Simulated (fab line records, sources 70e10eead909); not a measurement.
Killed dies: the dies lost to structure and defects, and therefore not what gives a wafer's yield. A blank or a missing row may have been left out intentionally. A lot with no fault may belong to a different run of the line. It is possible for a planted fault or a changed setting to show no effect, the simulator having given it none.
Problem report in the 8D (eight disciplines) form, filled by code	flow nandHarc	the parts of the form that need people (team, actions taken, sign-off) are left out

1. WHAT IS WRONG
Mean of killedAtArray at NHARC_END_SORT_01: 471 across 3 wafers in 3 lots; on wafers with no fault it is 24 (standard deviation 7.4). That is +60 standard deviations from the usual mean.
First seen on wafer L499.3, day 21 09:51, on prober-02. The record has a number at this step for 9 wafers belonging to 3 lots. The rule behind "out" and "out of limits": a value lying over 4 standard deviations away from the usual mean. Any other wafer with a number is counted as sound.

2. WHAT THIS IS AND IS NOT
question	is	is not
which readings at this step	killedAtArray, killedDies	killedAtOther, killedAtPeriphery, killedOpen, killedShort
which lots	L498, L499, L500	-
which wafers of those lots	L498.6, L499.3, L500.6	L498.2, L498.4, L499.2, L499.4, L500.1, L500.5
read on which gauges	prober-01, prober-02	-
when	from day 21 09:51	up to then (2 sound wafers); but 4 sound wafers of L498, L499, L500 came after

3. THE SUSPECTS, EACH WITH WHAT RULES IT OUT
Counting: a tool at a process step up to the reading stays a suspect if it ran every lot that is out. Sound lots after the first of them don't rule it out here, since some wafers of a struck lot are sound.
- ruled out: the gauge at NHARC_END_SORT_01. Those wafers that are out were read across 2 gauges (prober-01, prober-02).
- cvdW-01 at NHARC_A_WL_FILL_CVD_03 (deposits W, target thk 40 nm, time 3302 s): kept. It ran every lot that is out, first L499 (day 17 06:25).
- Within cvdW-01 at NHARC_A_WL_FILL_CVD_03, the wafers that are out were processed in chamber 1 and their sound lot-mates in chamber 0.
The count leaves cvdW-01 at NHARC_A_WL_FILL_CVD_03.

4. THE CAUSE (what the simulator had put in)
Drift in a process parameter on cvdW-01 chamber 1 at NHARC_A_WL_FILL_CVD_03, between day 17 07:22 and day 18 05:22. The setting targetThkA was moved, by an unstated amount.
Counting left only this tool.

5. SEQUENCE OF EFFECTS, ordered by route
One row per reading whose mean, taken over the struck wafers that have a number, lies over 3 standard deviations from the usual. Readings are gone through only where the record gives a usual standard deviation; hours: the median, over the lots, of the time from a lot's start at the first step in this table giving one to that lot's start at this step; sigmas: the change measured in usual standard deviations.
hours	step	reading	usual	on struck wafers	change	sigmas
0	NHARC_END_SORT_01	killedAtArray	24	471	+447	+60
0	NHARC_END_SORT_01	killedDies	28	474	+446	+56

6. WHAT WOULD HAVE CAUGHT IT SOONER
Counted from the fault's start at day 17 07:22, it took 98 hours until the first out-of-limits reading at a measuring or inspecting step in this record, taken at day 21 09:51.
No tool reading at NHARC_A_WL_FILL_CVD_03 that has a usual standard deviation in the record was out on any struck wafer, so an alarm limit of 4 standard deviations on those readings would not have fired.
By day 21 09:51 the whole set of lots that are out, 3 in number, had already begun NHARC_A_WL_FILL_CVD_03 on cvdW-01. Holding the tool at that point would not have protected any of them.
